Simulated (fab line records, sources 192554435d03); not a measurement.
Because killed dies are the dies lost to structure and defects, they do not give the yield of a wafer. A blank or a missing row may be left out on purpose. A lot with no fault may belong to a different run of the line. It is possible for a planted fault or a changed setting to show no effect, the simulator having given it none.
fab line records ; flow n5_finfet
record lots=7; wafers=21
route steps=1938 shown BEOL_M4@1031 BEOL_M5@1116 BEOL_M6@1212
start_h: hours from the record's opening day to when the first of the lot's shown wafers began ; wait_h: how many hours have passed since the lot's step before this one ; " unchanged from the row above ; L1.1+2: several wafers, shown together as one row ; - no value, or no start was given ; * or withheld: withheld ; < > ~ a bound
route shown NAME@n: a module of which the file shows steps, and the number in the route of the first ; usual: mean and standard deviation over wafers with no fault ; same: alike in all rows ; chamber/n: place in a boat ; sites: each site's reading ; _std_site: the values' standard deviation ; _edge_site: mean of outer sites minus mean of inner sites ; radius_mm: for every site, how far away it sits from the centre of the wafer ; mask NAME#n: copy n ; behind: tool/chamber where the wafer was last shaped ; hold: reason for holding the lot/hours on hold/outcome of the hold ; device: which transistor (n, p or np) failed to switch ; end of line: the route-end tests of the same wafers ; step lacking rows: just its recipe ; killed: count of dies lost to structure and defects at first sort (not the wafer's yield) ; map: a wafer's dies, marking killed ones x, the rest . and places with no die _
set.NAME: the run value of the setting; set.NAME@STEP: its run value at that earlier step ; model.NAME: the simulator's own value behind a step, which no gauge read
one table per step and one row per wafer, for lots whose settings were changed on purpose
## steps
# step N5_BEOL_M4_EXPOSE_08
# recipe mask_id=M4; na=0.33; source_shape=dipole; sigma_inner=0.369; sigma_outer=0.767; polarization=unpolarized; dose_mj=41.25
lot.wafer;tool;chamber;start_h;wait_h;mask;set.dose_mj
L076.2+4;euv_scanner-02;0;171.64;-;M4#0;38.52
L076.3;euv_scanner-02;0;171.64;-;M4#0;41.25
L078.1+4+6;euv_scanner-02;0;191.60;-;M4#0;41.25
L079.1+2+4;euv_scanner-02;0;193.22;-;M4#0;41.25
L084.1+3;euv_scanner-02;0;226.98;-;M4#0;41.25
L084.6;euv_scanner-02;0;226.98;-;M4#0;42.22
L088.1+5+6;euv_scanner-01;0;236.26;-;M4#0;41.25
L087.1+5;euv_scanner-02;0;236.43;-;M4#0;41.25
L087.4;euv_scanner-02;0;236.43;-;M4#0;44.16
L090.3+5+6;euv_scanner-02;0;253.46;-;M4#0;41.25
# step N5_BEOL_M4_PEB_09
# recipe peb_temp_c=100; peb_time_s=60; resist=CAR-EUV
# step N5_BEOL_M4_DEVELOP_10
# recipe develop_time_s=30; developer=TMAH; resist=CAR-EUV; rinse_liquid=surfactant_rinse; dry=air_spin; dev_temp_c=23
# step N5_BEOL_M4_CD_MEAS_11
# recipe target_cd_nm=16.79; landing_energy_ev=500; detector=se_inlens; polarity=opening
# usual cd_nm=16.71/0.22
lot.wafer;tool;chamber;start_h;wait_h;set.dose_mj@BEOL_M4_EXPOSE_08;cd_nm
L076.2;cd_sem-03;0;171.76;-;38.52;15.46
L076.3;cd_sem-03;0;171.76;-;41.25;16.59
L076.4;cd_sem-03;0;171.76;-;38.52;15.11
L078.1;cd_sem-03;0;191.73;-;41.25;16.76
L078.4;cd_sem-03;0;191.73;-;41.25;16.92
L078.6;cd_sem-03;0;191.73;-;41.25;16.70
L079.1;cd_sem-01;0;193.35;-;41.25;16.51
L079.2;cd_sem-01;0;193.35;-;41.25;16.52
L079.4;cd_sem-01;0;193.35;-;41.25;16.78
L084.1;cd_sem-01;0;227.11;-;41.25;16.34
L084.3;cd_sem-01;0;227.11;-;41.25;16.71
L084.6;cd_sem-01;0;227.11;-;42.22;17.07
L088.1;cd_sem-02;0;236.39;-;41.25;16.43
L088.5;cd_sem-02;0;236.39;-;41.25;16.72
L088.6;cd_sem-02;0;236.39;-;41.25;16.75
L087.1;cd_sem-03;0;236.56;-;41.25;16.51
L087.4;cd_sem-03;0;236.56;-;44.16;17.95
L087.5;cd_sem-03;0;236.56;-;41.25;16.50
L090.3;cd_sem-01;0;253.58;-;41.25;16.88
L090.5;cd_sem-01;0;253.58;-;41.25;17.16
L090.6;cd_sem-01;0;253.58;-;41.25;17.33
# step N5_BEOL_M4_DESCUM_16
# recipe chemistry=O2; time_s=7; source_power_w=50; bias_power_w=20; pressure_mtorr=20; rf_frequency_hz=2.712e+07; temp_c=40; resist=CAR-EUV; o2_flow_sccm=225
# step N5_BEOL_M4_ETCH_74
# recipe chemistry=N2/H2; target=underlayer; target_depth_a=65; mask_material=CAR-EUV; time_s=5.2; ion_energy_ev=200; pressure_mtorr=30; source_w=840; bias_w=150; n2_flow_sccm=200; h2_flow_sccm=200; ends=cleared
lot.wafer;tool;chamber;start_h;wait_h;set.dose_mj@BEOL_M4_EXPOSE_08;model.BEOL_M4.cd_offset_nm
L076.2;rie_diel-03;1;171.92;0.0;38.52;-1.6
L076.3;rie_diel-03;3;171.92;0.0;41.25;0
L076.4;rie_diel-03;1;171.92;0.0;38.52;-1.4
L078.1;rie_diel-03;2;191.89;0.0;41.25;-0.2
L078.4+6;rie_diel-03;2,3;191.89;0.0;41.25;0
L079.1;rie_diel-04;1;193.92;0.0;41.25;0.2
L079.2+4;rie_diel-04;2,1;193.92;0.0;41.25;0
L084.1;rie_diel-02;3;227.28;0.0;41.25;0
L084.3;rie_diel-02;1;227.28;0.0;41.25;-0.2
L084.6;rie_diel-02;1;227.28;0.0;42.22;0.2
L088.1+5;rie_diel-02;1,3;236.55;0.0;41.25;0
L088.6;rie_diel-02;2;236.55;0.0;41.25;0.2
L087.1+5;rie_diel-03;2,0;236.72;0.0;41.25;0
L087.4;rie_diel-03;0;236.72;0.0;44.16;1.4
L090.3+5;rie_diel-04;2,1;253.73;0.0;41.25;0.2
L090.6;rie_diel-04;2;253.73;0.0;41.25;0
# step N5_BEOL_M4_ETCH_63
# recipe chemistry=CF4; target=SiARC; target_depth_a=156; mask_material=CAR-EUV; time_s=26; ion_energy_ev=80; pressure_mtorr=40; source_w=545; bias_w=36; Ar_flow_sccm=100; cf4_flow_sccm=100; ends=cleared
lot.wafer;tool;chamber;start_h;wait_h;set.dose_mj@BEOL_M4_EXPOSE_08;model.BEOL_M4.cd_offset_nm
L076.2+4;rie_diel-03;1;171.93;0.0;38.52;-1.6
L076.3;rie_diel-03;3;171.93;0.0;41.25;0
L078.1;rie_diel-03;2;191.91;0.0;41.25;-0.2
L078.4;rie_diel-03;2;191.91;0.0;41.25;0
L078.6;rie_diel-03;3;191.91;0.0;41.25;0.2
L079.1+4;rie_diel-04;1;193.94;0.0;41.25;0.2
L079.2;rie_diel-04;2;193.94;0.0;41.25;0
L084.1;rie_diel-02;3;227.29;0.0;41.25;0
L084.3;rie_diel-02;1;227.29;0.0;41.25;-0.2
L084.6;rie_diel-02;1;227.29;0.0;42.22;0.4
L088.1+6;rie_diel-02;1,2;236.57;0.0;41.25;0.2
L088.5;rie_diel-02;3;236.57;0.0;41.25;0
L087.1;rie_diel-03;2;236.73;0.0;41.25;0
L087.4;rie_diel-03;0;236.73;0.0;44.16;1.4
L087.5;rie_diel-03;0;236.73;0.0;41.25;-0.2
L090.3+6;rie_diel-04;2;253.75;0.0;41.25;0
L090.5;rie_diel-04;1;253.75;0.0;41.25;0.2
# step N5_BEOL_M4_ETCH_64
# recipe chemistry=N2/H2; target=SOC; target_depth_a=750; overetch_a=225; mask_material=SiARC; temp_c=40; time_s=121.9; ion_energy_ev=200; pressure_mtorr=30; source_w=840; bias_w=150; n2_flow_sccm=200; h2_flow_sccm=200
lot.wafer;tool;chamber;start_h;wait_h;set.dose_mj@BEOL_M4_EXPOSE_08;model.BEOL_M4.cd_offset_nm
L076.2+4;rie_diel-03;1;171.96;0.0;38.52;-1.6
L076.3;rie_diel-03;3;171.96;0.0;41.25;0
L078.1;rie_diel-03;2;191.94;0.0;41.25;-0.6
L078.4;rie_diel-03;2;191.94;0.0;41.25;-0.4
L078.6;rie_diel-03;3;191.94;0.0;41.25;0.2
L079.1;rie_diel-04;1;193.99;0.0;41.25;0.2
L079.2+4;rie_diel-04;2,1;193.99;0.0;41.25;0
L084.1+3;rie_diel-02;3,1;227.32;0.0;41.25;-0.2
L084.6;rie_diel-02;1;227.32;0.0;42.22;0.2
L088.1+6;rie_diel-02;1,2;236.59;0.0;41.25;0.2
L088.5;rie_diel-02;3;236.59;0.0;41.25;0
L087.1+5;rie_diel-03;2,0;236.76;0.0;41.25;0
L087.4;rie_diel-03;0;236.76;0.0;44.16;1.2
L090.3+6;rie_diel-04;2;253.78;0.0;41.25;0
L090.5;rie_diel-04;1;253.78;0.0;41.25;0.2
# step N5_BEOL_M4_STRIP_65
# recipe chemistry=N2/H2; temp_c=40; n2_flow_sccm=200; h2_flow_sccm=200; rf_frequency_hz=6e+07
# step N5_BEOL_M4_STRIP_75
# recipe chemistry=N2/H2; temp_c=40; n2_flow_sccm=200; h2_flow_sccm=200; rf_frequency_hz=6e+07
# step N5_BEOL_M4_HM_OPEN_17
# recipe chemistry=Cl2/BCl3; target_depth_a=200; overetch_a=60; target=TiN; mask_material=SOC; ion_energy_ev=150; pressure_mtorr=10; icp_w=1000; bias_w=126; Cl2_flow_sccm=53.25; bcl3_flow_sccm=21.75; Ar_flow_sccm=25
# step N5_BEOL_M4_STRIP_19
# recipe chemistry=O2; power_w=400; temp_c=40; pressure_mtorr=30; rf_frequency_hz=6e+07; bias_power_w=0; overash_fraction=0.2; o2_flow_sccm=225
# step N5_BEOL_M4_CD_MEAS_18
# recipe pitch_nm=36; target_cd_nm=18
# usual cd_nm=17.93/0.29
lot.wafer;tool;chamber;start_h;wait_h;set.dose_mj@BEOL_M4_EXPOSE_08;cd_nm
L076.2;cd_sem-01;-;172.48;0.1;38.52;16.32
L076.3;cd_sem-01;-;172.48;0.1;41.25;17.91
L076.4;cd_sem-01;-;172.48;0.1;38.52;16.47
L078.1;cd_sem-01;-;192.86;0.0;41.25;17.41
L078.4;cd_sem-01;-;192.86;0.0;41.25;17.65
L078.6;cd_sem-01;-;192.86;0.0;41.25;18.17
L079.1;cd_sem-03;-;194.43;0.1;41.25;18.59
L079.2;cd_sem-03;-;194.43;0.1;41.25;18.02
L079.4;cd_sem-03;-;194.43;0.1;41.25;18.10
L084.1;cd_sem-02;-;227.71;0.0;41.25;18.12
L084.3;cd_sem-02;-;227.71;0.0;41.25;17.92
L084.6;cd_sem-02;-;227.71;0.0;42.22;18.71
L088.1;cd_sem-03;-;236.96;0.1;41.25;18.44
L088.5;cd_sem-03;-;236.96;0.1;41.25;18.35
L088.6;cd_sem-03;-;236.96;0.1;41.25;18.10
L087.1;cd_sem-01;-;237.21;0.0;41.25;17.92
L087.4;cd_sem-01;-;237.21;0.0;44.16;19.08
L087.5;cd_sem-01;-;237.21;0.0;41.25;18.01
L090.3;cd_sem-01;-;254.23;0.1;41.25;18.14
L090.5;cd_sem-01;-;254.23;0.1;41.25;18.50
L090.6;cd_sem-01;-;254.23;0.1;41.25;17.94
# step N5_BEOL_M4_COAT_67
# recipe resist=SOC; temp_c=250; time_s=60; spin_rpm=1500; resist_thk_nm=60
# step N5_BEOL_M4_COAT_68
# recipe resist=SiARC; temp_c=220; time_s=60; spin_rpm=1500; resist_thk_nm=12
# step N5_BEOL_M4_PRECLEAN_42
# recipe chemistry=residue_remover; time_s=60; temp_c=40
# step N5_BEOL_M4_SRD_43
# recipe time_s=30; temp_c=23; rinse_liquid=diw; dry=ipa_marangoni
# step N5_BEOL_M4_CD_MEAS_35
# recipe target_cd_nm=18; target_cd_y_nm=22.4; polarity=opening
# usual cd_nm=18.0/0.34
lot.wafer;tool;chamber;start_h;wait_h;set.dose_mj@BEOL_M4_EXPOSE_08;cd_nm
L076.2;cd_sem-01;-;174.37;0.0;38.52;16.2
L076.3;cd_sem-01;-;174.37;0.0;41.25;18.2
L076.4;cd_sem-01;-;174.37;0.0;38.52;16.8
L078.1;cd_sem-02;-;196.03;0.0;41.25;17.6
L078.4;cd_sem-02;-;196.03;0.0;41.25;17.9
L078.6;cd_sem-02;-;196.03;0.0;41.25;18.1
L079.1;cd_sem-01;-;197.99;0.0;41.25;18.4
L079.2;cd_sem-01;-;197.99;0.0;41.25;18.0
L079.4;cd_sem-01;-;197.99;0.0;41.25;17.9
L084.1;cd_sem-03;-;233.72;0.0;41.25;17.5
L084.3;cd_sem-03;-;233.72;0.0;41.25;17.7
L084.6;cd_sem-03;-;233.72;0.0;42.22;18.4
L087.1;cd_sem-01;-;240.27;0.0;41.25;18.1
L087.4;cd_sem-01;-;240.27;0.0;44.16;19.4
L087.5;cd_sem-01;-;240.27;0.0;41.25;18.4
L088.1;cd_sem-02;-;240.39;0.0;41.25;18.1
L088.5;cd_sem-02;-;240.39;0.0;41.25;18.4
L088.6;cd_sem-02;-;240.39;0.0;41.25;18.2
L090.3;cd_sem-02;-;257.84;0.0;41.25;18.3
L090.5;cd_sem-02;-;257.84;0.0;41.25;18.3
L090.6;cd_sem-02;-;257.84;0.0;41.25;17.8
# step N5_BEOL_M5_HM_DEP_02
# recipe material=TiN; target_thk_a=200; temp_c=25; chamber_pressure_pa=0.49996
lot.wafer;tool;chamber;start_h;wait_h;set.target_thk_a;model.TiN_of_BEOL_M5_HM_DEP_02.thk_nm
L076.2+4;pvd_sputter-01;-;182.46;2.1;200;20
L076.3;pvd_sputter-01;-;182.46;2.1;187.8;18.8
L078.1;pvd_sputter-01;-;201.88;0.7;209.5;21.2
L078.4;pvd_sputter-01;-;201.88;0.7;209.5;21
L078.6;pvd_sputter-01;-;201.88;0.7;200;19.8
L079.1;pvd_sputter-02;-;204.92;1.1;187.2;18.4
L079.2;pvd_sputter-02;-;204.92;1.1;200;19.6
L079.4;pvd_sputter-02;-;204.92;1.1;187.2;18.2
L084.1;pvd_sputter-01;-;243.23;1.9;200;20.2
L084.3+6;pvd_sputter-01;-;243.23;1.9;200;20
L087.1+5;pvd_sputter-01;-;246.43;0.6;200;20.2
L087.4;pvd_sputter-01;-;246.43;0.6;200;19.8
L088.1;pvd_sputter-01;-;251.92;4.0;200;20.4
L088.5;pvd_sputter-01;-;251.92;4.0;200;20.8
L088.6;pvd_sputter-01;-;251.92;4.0;200;20.6
L090.3;pvd_sputter-02;-;266.05;0.7;222.9;22.2
L090.5;pvd_sputter-02;-;266.05;0.7;200;19.8
L090.6;pvd_sputter-02;-;266.05;0.7;222.9;22.4
# step N5_BEOL_M5_COAT_60
# recipe resist=SiARC; temp_c=220; time_s=60; spin_rpm=1500; resist_thk_nm=12
lot.wafer;tool;chamber;start_h;wait_h;set.time_s
L076.2+3;litho_track-02;0;-;-;60
L076.4;litho_track-02;0;-;-;66.14
L078.1+6;litho_track-01;0;-;-;60
L078.4;litho_track-01;0;-;-;49.11
L079.1;litho_track-01;0;-;-;60
L079.2+4;litho_track-01;0;-;-;67.75
L084.1+3+6;litho_track-05;0;-;-;60
L087.1+4+5;litho_track-01;0;-;-;60
L088.1+5+6;litho_track-02;0;-;-;60
L090.3+6;litho_track-01;0;-;-;48.85
L090.5;litho_track-01;0;-;-;60
# step N5_BEOL_M5_COAT_71
# recipe resist=underlayer; temp_c=205; time_s=60; spin_rpm=1500; resist_thk_nm=5
# step N5_BEOL_M5_COAT_05
# recipe resist=CAR-EUV; spin_rpm=1500; resist_thk_nm=30
# step N5_BEOL_M5_STRIP_73
# recipe chemistry=N2/H2; temp_c=40; n2_flow_sccm=200; h2_flow_sccm=200; rf_frequency_hz=6e+07
# step N5_BEOL_M5_STRIP_64
# recipe chemistry=CF4; resist=SiARC; power_w=300; bias_power_w=75; pressure_mtorr=50; cf4_flow_sccm=150; rf_frequency_hz=6e+07
# step N5_BEOL_M5_HM_OPEN_17
# recipe chemistry=Cl2/BCl3; target_depth_a=200; overetch_a=60; target=TiN; mask_material=SOC; ion_energy_ev=150; pressure_mtorr=10; icp_w=1000; bias_w=126; Cl2_flow_sccm=53.25; bcl3_flow_sccm=21.75; Ar_flow_sccm=25
lot.wafer;tool;chamber;start_h;wait_h;set.target_thk_a@BEOL_M5_HM_DEP_02;model.etch.depth_nm
L076.2;rie_metal-02;0;183.35;0.0;200;19.99
L076.3;rie_metal-02;1;183.35;0.0;187.8;18.77
L076.4;rie_metal-02;0;183.35;0.0;200;20.08
L078.1;rie_metal-01;1;202.89;0.0;209.5;21.3
L078.4;rie_metal-01;0;202.89;0.0;209.5;20.91
L078.6;rie_metal-01;1;202.89;0.0;200;19.79
L079.1;rie_metal-03;1;206.10;0.0;187.2;18.35
L079.2;rie_metal-03;0;206.10;0.0;200;19.51
L079.4;rie_metal-03;0;206.10;0.0;187.2;18.16
L084.1;rie_metal-01;1;244.31;0.0;200;20.22
L084.3;rie_metal-01;1;244.31;0.0;200;20.01
L084.6;rie_metal-01;1;244.31;0.0;200;19.92
L087.1;rie_metal-03;0;247.19;0.0;200;20.12
L087.4;rie_metal-03;1;247.19;0.0;200;19.84
L087.5;rie_metal-03;0;247.19;0.0;200;20.27
L088.1;rie_metal-02;0;252.68;0.0;200;20.32
L088.5;rie_metal-02;0;252.68;0.0;200;20.72
L088.6;rie_metal-02;1;252.68;0.0;200;20.6
L090.3;rie_metal-01;0;266.85;0.1;222.9;22.22
L090.5;rie_metal-01;1;266.85;0.1;200;19.85
L090.6;rie_metal-01;0;266.85;0.1;222.9;22.39
# step N5_BEOL_M5_COAT_66
# recipe resist=SiARC; temp_c=220; time_s=60; spin_rpm=1500; resist_thk_nm=12
lot.wafer;tool;chamber;start_h;wait_h;set.spin_rpm;model.SiARC_of_BEOL_M5_COAT_66.thk_nm
L076.2+3+4;litho_track-01;0;-;-;1500;12
L078.1+4;litho_track-02;0;-;-;1500;12
L078.6;litho_track-02;0;-;-;1447;12.2
L079.1+4;litho_track-05;0;-;-;1367;12.6
L079.2;litho_track-05;0;-;-;1500;12
L084.1+3;litho_track-02;0;-;-;1350;12.6
L084.6;litho_track-02;0;-;-;1500;12
L087.1+4+5;litho_track-05;0;-;-;1500;12
L088.1+5+6;litho_track-05;0;-;-;1500;12
L090.3+5+6;litho_track-01;0;-;-;1500;12
# step N5_BEOL_M5_EXPOSE_25
# recipe mask_id=V4; na=0.33; source_shape=quasar; sigma_inner=0.2; sigma_outer=0.6; polarization=unpolarized; defocus_nm=10; dose_mj=52.75
lot.wafer;tool;chamber;start_h;wait_h;mask;set.dose_mj
L076.2+3;euv_scanner-02;0;184.22;-;V4#0;51.21
L076.4;euv_scanner-02;0;184.22;-;V4#0;52.75
L078.1+4+6;euv_scanner-02;0;204.31;-;V4#0;52.75
L079.1+4;euv_scanner-01;0;206.94;-;V4#0;52.75
L079.2;euv_scanner-01;0;206.94;-;V4#0;54.21
L084.1;euv_scanner-01;0;244.97;-;V4#0;52.75
L084.3+6;euv_scanner-01;0;244.97;-;V4#0;50.46
L087.1+4+5;euv_scanner-02;0;251.01;-;V4#0;52.75
L088.1+5+6;euv_scanner-02;0;254.77;-;V4#0;52.75
L090.3+5+6;euv_scanner-01;0;267.38;-;V4#0;52.75
# step N5_BEOL_M5_PEB_26
# recipe peb_temp_c=100; peb_time_s=60; resist=CAR-EUV
# step N5_BEOL_M5_DEVELOP_27
# recipe develop_time_s=30; developer=TMAH; resist=CAR-EUV; rinse_liquid=surfactant_rinse; dry=air_spin; dev_temp_c=23
# step N5_BEOL_M5_DESCUM_33
# recipe chemistry=O2; time_s=7; source_power_w=50; bias_power_w=20; pressure_mtorr=20; rf_frequency_hz=2.712e+07; temp_c=40; resist=CAR-EUV; o2_flow_sccm=225
# step N5_BEOL_M5_ETCH_75
# recipe chemistry=N2/H2; target=underlayer; target_depth_a=65; mask_material=CAR-EUV; time_s=5.2; ion_energy_ev=200; pressure_mtorr=30; source_w=840; bias_w=150; n2_flow_sccm=200; h2_flow_sccm=200; ends=cleared
# step N5_BEOL_M5_ETCH_67
# recipe chemistry=CF4; target=SiARC; target_depth_a=156; mask_material=CAR-EUV; time_s=26; ion_energy_ev=80; pressure_mtorr=40; source_w=545; bias_w=36; Ar_flow_sccm=100; cf4_flow_sccm=100; ends=cleared
lot.wafer;tool;chamber;start_h;wait_h;set.spin_rpm@BEOL_M5_COAT_66;model.etch.depth_nm;model.CAR-EUV_of_BEOL_M5_COAT_22.thk_nm
L076.2;rie_diel-01;1;184.53;0.0;1500;11.99;11
L076.3+4;rie_diel-01;3,2;184.53;0.0;1500;11.95;11
L078.1;rie_diel-06;0;205.25;0.0;1500;12;11.2
L078.4;rie_diel-06;2;205.25;0.0;1500;11.96;11.2
L078.6;rie_diel-06;3;205.25;0.0;1447;12.2;10.8
L079.1;rie_diel-05;3;207.85;0.0;1367;12.57;10.8
L079.2;rie_diel-05;0;207.85;0.0;1500;12;11.2
L079.4;rie_diel-05;2;207.85;0.0;1367;12.58;10.8
L084.1;rie_diel-01;3;245.53;0.0;1350;12.62;10.6
L084.3;rie_diel-01;2;245.53;0.0;1350;12.65;10.6
L084.6;rie_diel-01;2;245.53;0.0;1500;12.03;11.2
L087.1+4;rie_diel-01;3;251.32;0.0;1500;12.06;11.2
L087.5;rie_diel-01;2;251.32;0.0;1500;12.01;11
L088.1;rie_diel-06;3;255.08;0.0;1500;12.03;11.4
L088.5;rie_diel-06;1;255.08;0.0;1500;12.05;11.2
L088.6;rie_diel-06;2;255.08;0.0;1500;12;11.2
L090.3;rie_diel-01;0;267.98;0.0;1500;12.01;11.2
L090.5;rie_diel-01;0;267.98;0.0;1500;12.03;11.2
L090.6;rie_diel-01;1;267.98;0.0;1500;12.05;11
# step N5_BEOL_M6_ETCH_62
# recipe chemistry=N2/H2; target=SOC; target_depth_a=1100; overetch_a=220; mask_material=SiARC; temp_c=40; time_s=165; ion_energy_ev=200; pressure_mtorr=30; source_w=840; bias_w=150; n2_flow_sccm=200; h2_flow_sccm=200
lot.wafer;tool;chamber;start_h;wait_h;set.time_s;model.SiARC_of_BEOL_M6_COAT_60.thk_nm
L076.2;rie_diel-02;1;194.08;0.0;165;28.2
L076.3+4;rie_diel-02;2,0;194.08;0.0;165;28.4
L078.1+6;rie_diel-03;2,0;215.41;0.0;191.3;27
L078.4;rie_diel-03;1;215.41;0.0;165;28.2
L079.1;rie_diel-04;3;218.37;0.0;154.8;28.6
L079.2;rie_diel-04;2;218.37;0.0;165;28.2
L079.4;rie_diel-04;0;218.37;0.0;154.8;28.4
L084.1+6;rie_diel-03;0;256.22;0.0;165;28
L084.3;rie_diel-03;3;256.22;0.0;139.9;29.6
L087.1;rie_diel-03;0;263.44;0.0;177.3;27.2
L087.4;rie_diel-03;0;263.44;0.0;177.3;27.4
L087.5;rie_diel-03;3;263.44;0.0;165;28.6
L088.1+6;rie_diel-04;1,2;264.41;0.0;165;28.2
L088.5;rie_diel-04;3;264.41;0.0;165;28.6
L090.3;rie_diel-04;0;279.50;0.0;154.2;28.6
L090.5+6;rie_diel-04;0,1;279.50;0.0;165;28.2
# step N5_BEOL_M6_STRIP_68
# recipe chemistry=N2/H2; temp_c=40; n2_flow_sccm=200; h2_flow_sccm=200; rf_frequency_hz=6e+07
# step N5_BEOL_M6_STRIP_67
# recipe chemistry=CF4; resist=SiARC; power_w=300; bias_power_w=75; pressure_mtorr=50; cf4_flow_sccm=150; rf_frequency_hz=6e+07
# step N5_BEOL_M6_HM_OPEN_17
# recipe chemistry=Cl2/BCl3; target_depth_a=200; overetch_a=60; target=TiN; mask_material=SOC; ion_energy_ev=150; pressure_mtorr=10; icp_w=1000; bias_w=126; Cl2_flow_sccm=53.25; bcl3_flow_sccm=21.75; Ar_flow_sccm=25
lot.wafer;tool;chamber;start_h;wait_h;set.time_s@BEOL_M6_ETCH_62;model.etch.depth_nm
L076.2;rie_metal-01;1;194.26;0.0;165;20.26
L076.3;rie_metal-01;0;194.26;0.0;165;20.21
L076.4;rie_metal-01;1;194.26;0.0;165;20.08
L078.1;rie_metal-03;0;215.60;0.0;191.3;16.83
L078.4;rie_metal-03;0;215.60;0.0;165;19.74
L078.6;rie_metal-03;0;215.60;0.0;191.3;17.11
L079.1;rie_metal-01;1;218.56;0.0;154.8;20.04
L079.2;rie_metal-01;0;218.56;0.0;165;19.67
L079.4;rie_metal-01;1;218.56;0.0;154.8;20.05
L084.1;rie_metal-01;0;256.41;0.0;165;19.85
L084.3;rie_metal-01;1;256.41;0.0;139.9;19.66
L084.6;rie_metal-01;0;256.41;0.0;165;19.64
L087.1;rie_metal-03;0;263.63;0.0;177.3;19.2
L087.4;rie_metal-03;0;263.63;0.0;177.3;19.28
L087.5;rie_metal-03;1;263.63;0.0;165;20.45
L088.1;rie_metal-01;1;264.61;0.0;165;19.92
L088.5;rie_metal-01;0;264.61;0.0;165;19.81
L088.6;rie_metal-01;1;264.61;0.0;165;19.94
L090.3;rie_metal-01;0;279.72;0.1;154.2;20.19
L090.5;rie_metal-01;1;279.72;0.1;165;19.62
L090.6;rie_metal-01;0;279.72;0.1;165;20.06
## key
split step=N5_BEOL_M4_EXPOSE_08; setting=dose_mj; stated=41.25; by=wafer
response step=N5_BEOL_M4_CD_MEAS_11; reading=cd_nm; change=+0.203; per=1%; r=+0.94
response step=N5_BEOL_M4_ETCH_74; reading=model.BEOL_M4.cd_offset_nm; change=+0.207; per=1%; r=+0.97
response step=N5_BEOL_M4_ETCH_63; reading=model.BEOL_M4.cd_offset_nm; change=+0.226; per=1%; r=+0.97
response step=N5_BEOL_M4_ETCH_64; reading=model.BEOL_M4.cd_offset_nm; change=+0.202; per=1%; r=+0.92
response step=N5_BEOL_M4_CD_MEAS_18; reading=cd_nm; change=+0.197; per=1%; r=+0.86
response step=N5_BEOL_M4_CD_MEAS_35; reading=cd_nm; change=+0.215; per=1%; r=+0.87
split step=N5_BEOL_M5_HM_DEP_02; setting=target_thk_a; stated=200; by=wafer
response step=N5_BEOL_M5_HM_DEP_02; reading=model.TiN_of_BEOL_M5_HM_DEP_02.thk_nm; change=+0.218; per=1%; r=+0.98
response step=N5_BEOL_M5_HM_OPEN_17; reading=model.etch.depth_nm; change=+0.216; per=1%; r=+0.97
split step=N5_BEOL_M5_COAT_60; setting=time_s; stated=60; by=wafer
response none clear
split step=N5_BEOL_M5_COAT_66; setting=spin_rpm; stated=1500; by=wafer
response step=N5_BEOL_M5_COAT_66; reading=model.SiARC_of_BEOL_M5_COAT_66.thk_nm; change=-0.0629; per=1%; r=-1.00
response step=N5_BEOL_M5_ETCH_67; reading=model.etch.depth_nm; change=-0.0627; per=1%; r=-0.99
response step=N5_BEOL_M5_ETCH_67; reading=model.CAR-EUV_of_BEOL_M5_COAT_22.thk_nm; change=+0.0574; per=1%; r=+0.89
split step=N5_BEOL_M5_EXPOSE_25; setting=dose_mj; stated=52.75; by=wafer
response none clear
split step=N5_BEOL_M6_ETCH_62; setting=time_s; stated=165; by=wafer
response step=N5_BEOL_M6_ETCH_62; reading=model.SiARC_of_BEOL_M6_COAT_60.thk_nm; change=-0.0926; per=1%; r=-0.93
response step=N5_BEOL_M6_HM_OPEN_17; reading=model.etch.depth_nm; shape=bent; at_lowest=19.66; at_stated=19.94; at_highest=16.97
